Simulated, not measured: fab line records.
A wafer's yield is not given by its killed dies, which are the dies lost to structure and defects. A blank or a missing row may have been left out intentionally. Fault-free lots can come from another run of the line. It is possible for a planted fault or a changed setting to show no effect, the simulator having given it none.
Which tool did it? -- flow nand_harc -- 39 wafers from 13 lots sampled at 6 of the route's 1159 steps

== WHAT THE GAUGES SHOWED, per wafer ==
NHARC_P_GATE_INSPECT_68. Usual: 205 for raw_defect_count, sd 70.
lot,measured,on,raw_defect_count,flag
L274,day 5 22:53,defect_inspect-01,222 207 205,
L278,day 6 23:28,defect_inspect-02,186 192 170,
L277,day 7 01:13,defect_inspect-01,263 159 290,
L279,day 7 10:07,defect_inspect-01,208 134 147,
L280,day 7 16:20,defect_inspect-01,349 280 186,
L281,day 7 16:58,defect_inspect-01,223 247 137,
L282,day 7 17:21,defect_inspect-01,169 152 148,
L285,day 8 15:15,defect_inspect-02,198 198 324,
L284,day 8 16:31,defect_inspect-02,215 217 197,
L287,day 9 04:28,defect_inspect-01,1318 1388 1462,OFF
L288,day 9 21:17,defect_inspect-02,1320 1323 1403,OFF
L290,day 10 00:26,defect_inspect-01,138 282 143,
L295,day 11 02:49,defect_inspect-02,188 287 243,

NHARC_END_SORT_01. Usual: killed_at_array 27, standard deviation 11; killed_at_other 0.6, standard deviation 1; killed_at_periphery 3.0, standard deviation 2.1; killed_dies 31, standard deviation 12; killed_open 3.2, standard deviation 1.7; killed_short 1.7, standard deviation 1.4.
lot,measured,on,killed_at_array,killed_at_other,killed_at_periphery,killed_dies,killed_open,killed_short,flag
L278,day 21 03:04,prober-01,20 14 21,0 0 0,4 0 2,24 14 23,4 0 2,4 1 1,
L279,day 21 13:19,prober-01,24,0,4,28,4,1,
L280,day 22 03:46,prober-02,28,0,7,35,3,3,
L281,day 21 10:00,prober-02,32 24 25,0 0 1,2 1 2,34 25 28,7 3 2,0 2 2,
L282,day 21 18:46,prober-01,15 9 8,0 0 1,1 2 1,16 11 10,3 3 1,2 1 1,
L285,day 22 09:09,prober-02,12,0,1,13,1,1,
L284,day 22 16:02,prober-01,42 35 46,0 0 0,4 3 5,46 38 51,4 0 4,1 0 5,
L287,day 22 18:27,prober-02,34 24 25,0 1 0,67 118 85,101 143 110,2 5 4,1 1 0,OFF
L288,day 23 12:49,prober-01,46 36 33,3 3 2,103 58 68,152 97 103,1 2 0,2 1 1,OFF

== WHAT TOOL EACH LOT RAN ON (gives the tool, then ch and the chambers of the sampled wafers, and finally the start) ==
lot,NHARC_P_GATE_PRECLEAN_99,NHARC_P_GATE_STRIP_75,NHARC_P_GATE_STRIP_76,NHARC_P_GATE_RTA_82
L274,"wet_bench-03 ch 1,4,7, day 5 15:28","plasma_asher-02 ch 0,1, day 5 17:05","plasma_asher-02 ch 0,1, day 5 18:52","rtp_anneal-02 ch 0, day 5 22:41"
L278,"wet_bench-02 ch 2,5,7, day 6 15:55","plasma_asher-02 ch 0,1, day 6 17:30","plasma_asher-01 ch 1, day 6 19:26","rtp_anneal-01 ch 0, day 6 23:17"
L277,"wet_bench-02 ch 1,4,7, day 6 16:33","plasma_asher-01 ch 0,1, day 6 19:06","plasma_asher-01 ch 0,1, day 6 20:48","rtp_anneal-01 ch 0, day 7 01:03"
L279,"wet_bench-04 ch 0,4,5, day 7 02:40","plasma_asher-02 ch 0,1, day 7 04:17","plasma_asher-02 ch 0,1, day 7 05:55","rtp_anneal-02 ch 0, day 7 09:59"
L280,"wet_bench-02 ch 1,5,6, day 7 09:00","plasma_asher-01 ch 0,1, day 7 10:37","plasma_asher-02 ch 0,1, day 7 12:18","rtp_anneal-01 ch 0, day 7 16:12"
L281,"wet_bench-04 ch 2,3,5, day 7 09:32","plasma_asher-01 ch 0,1, day 7 11:09","plasma_asher-02 ch 0,1, day 7 12:53","rtp_anneal-01 ch 0, day 7 16:48"
L282,"wet_bench-04 ch 1,3,4, day 7 09:47","plasma_asher-01 ch 0,1, day 7 11:31","plasma_asher-02 ch 0, day 7 13:17","rtp_anneal-02 ch 0, day 7 17:11"
L285,"wet_bench-04 ch 0,3,7, day 8 07:52","plasma_asher-02 ch 0,1, day 8 09:29","plasma_asher-02 ch 0,1, day 8 11:08","rtp_anneal-01 ch 0, day 8 15:05"
L284,"wet_bench-02 ch 1,3,5, day 8 09:01","plasma_asher-01 ch 0,1, day 8 10:37","plasma_asher-01 ch 0,1, day 8 12:23","rtp_anneal-02 ch 0, day 8 16:20"
L287,"wet_bench-04 ch 1,3,6, day 8 21:16","plasma_asher-01 ch 0,1, day 8 22:44","plasma_asher-01 ch 0,1, day 9 00:28","rtp_anneal-02 ch 0, day 9 04:17"
L288,"wet_bench-04 ch 1,2,7, day 9 13:35","plasma_asher-01 ch 0,1, day 9 15:19","plasma_asher-02 ch 0,1, day 9 17:05","rtp_anneal-01 ch 0, day 9 21:07"
L290,"wet_bench-03 ch 3,4,5, day 9 17:01","plasma_asher-01 ch 0,1, day 9 18:41","plasma_asher-01 ch 0,1, day 9 20:16","rtp_anneal-01 ch 0, day 10 00:14"
L295,"wet_bench-02 ch 0,1,3, day 10 19:34","plasma_asher-01 ch 0,1, day 10 21:02","plasma_asher-01 ch 0,1, day 10 22:49","rtp_anneal-02 ch 0, day 11 02:39"
- NHARC_P_GATE_PRECLEAN_99: cleans in SC1.
- NHARC_P_GATE_STRIP_75: strips in O2.
- NHARC_P_GATE_STRIP_76: strips in O2.
- NHARC_P_GATE_RTA_82: time 30 s.

== AS READ BY THE TOOLS THEMSELVES (means over the sampled wafers that have a number; for cases with no such wafer, the mark the record gives instead) ==
NHARC_P_GATE_STRIP_75. Usual: drypump_motor_current_A 5.8 A, standard deviation 0.42; heater_power_w 328 W, standard deviation 38.
lot,tool,drypump_motor_current_A (A),heater_power_w (W),flag
L274,plasma_asher-02,5.8,334,
L278,plasma_asher-02,5.9,318,
L277,plasma_asher-01,5.9,349,
L279,plasma_asher-02,5.9,322,
L280,plasma_asher-01,5.5,317,
L281,plasma_asher-01,5.6,319,
L282,plasma_asher-01,5.9,346,
L285,plasma_asher-02,5.8,335,
L284,plasma_asher-01,5.9,351,
L287,plasma_asher-01,5.9,343,
L288,plasma_asher-01,5.9,346,
L290,plasma_asher-01,5.6,315,
L295,plasma_asher-01,5.5,318,

NHARC_P_GATE_STRIP_76. Usual: drypump_motor_current_A 5.8 A, standard deviation 0.4; heater_power_w 327 W, standard deviation 36.
lot,tool,drypump_motor_current_A (A),heater_power_w (W),flag
L274,plasma_asher-02,5.8,330,
L278,plasma_asher-01,6.3,383,
L277,plasma_asher-01,5.9,346,
L279,plasma_asher-02,5.8,336,
L280,plasma_asher-02,5.9,324,
L281,plasma_asher-02,5.9,316,
L282,plasma_asher-02,6.1,299,
L285,plasma_asher-02,5.9,314,
L284,plasma_asher-01,5.9,346,
L287,plasma_asher-01,5.5,318,
L288,plasma_asher-02,5.8,327,
L290,plasma_asher-01,5.6,315,
L295,plasma_asher-01,5.9,343,

NHARC_P_GATE_RTA_82. Usual: lamp_power_pct 4.14 %, standard deviation 0.12; lamp_zone_1_pct 4.14 %, standard deviation 0.12; wafer_temp_C_max 452.7, standard deviation 0.55.
lot,tool,lamp_power_pct (%),lamp_zone_1_pct (%),wafer_temp_C_max,flag
L274,rtp_anneal-02,4.01,4.01,452.9,
L278,rtp_anneal-01,4.24,4.24,452.2,
L277,rtp_anneal-01,4.25,4.25,453.1,
L279,rtp_anneal-02,4.01,4.01,453.3,
L280,rtp_anneal-01,4.25,4.25,452.6,
L281,rtp_anneal-01,4.24,4.25,452.7,
L282,rtp_anneal-02,4.01,4.01,452.5,
L285,rtp_anneal-01,4.24,4.25,452.6,
L284,rtp_anneal-02,4.01,4.01,452.8,
L287,rtp_anneal-02,4.01,4.01,453.3,
L288,rtp_anneal-01,4.25,4.25,453.2,
L290,rtp_anneal-01,4.25,4.24,452.6,
L295,rtp_anneal-02,4.01,4.01,452.3,

== THE ANSWER, worked out from the rows above alone ==
Rule: a lot is off if the mean of its wafers that have a number lies more than 3 standard deviations from the usual mean. Also off: a lot with no number at a reading for which 4 or more lots have one. Where the step has rows for the other lots, those lots are counted as sound. The gauges are gone through in route order, then the tools' own readings, and for those a lot's mean is taken as printed above. At the first step where some lot is off, the reading lying furthest off is the one used; lots without a number count as furthest.
Off, at NHARC_P_GATE_INSPECT_68 on raw_defect_count: L287, L288.
If a tool, at a process step before that reading, ran all the lots that are off and no sound lot after the first of them, it fits. Not tried: the gauges at NHARC_P_GATE_INSPECT_68; whatever is off there is also off at NHARC_END_SORT_01, on other tools, and gauge error can't account for it. One candidate fits, namely wet_bench-04 at NHARC_P_GATE_PRECLEAN_99. Its last sound lot is L285 (day 8 07:52), its first lot that is off L287 (day 8 21:16): a fault that began between those two fits.

== WHAT HAD BEEN PUT IN BY THE SIMULATOR ==
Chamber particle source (wet_bench-04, NHARC_P_GATE_PRECLEAN_99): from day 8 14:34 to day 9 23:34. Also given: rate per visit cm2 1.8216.
Struck lots among those shown: L287, L288. The rule above reached the same finding.
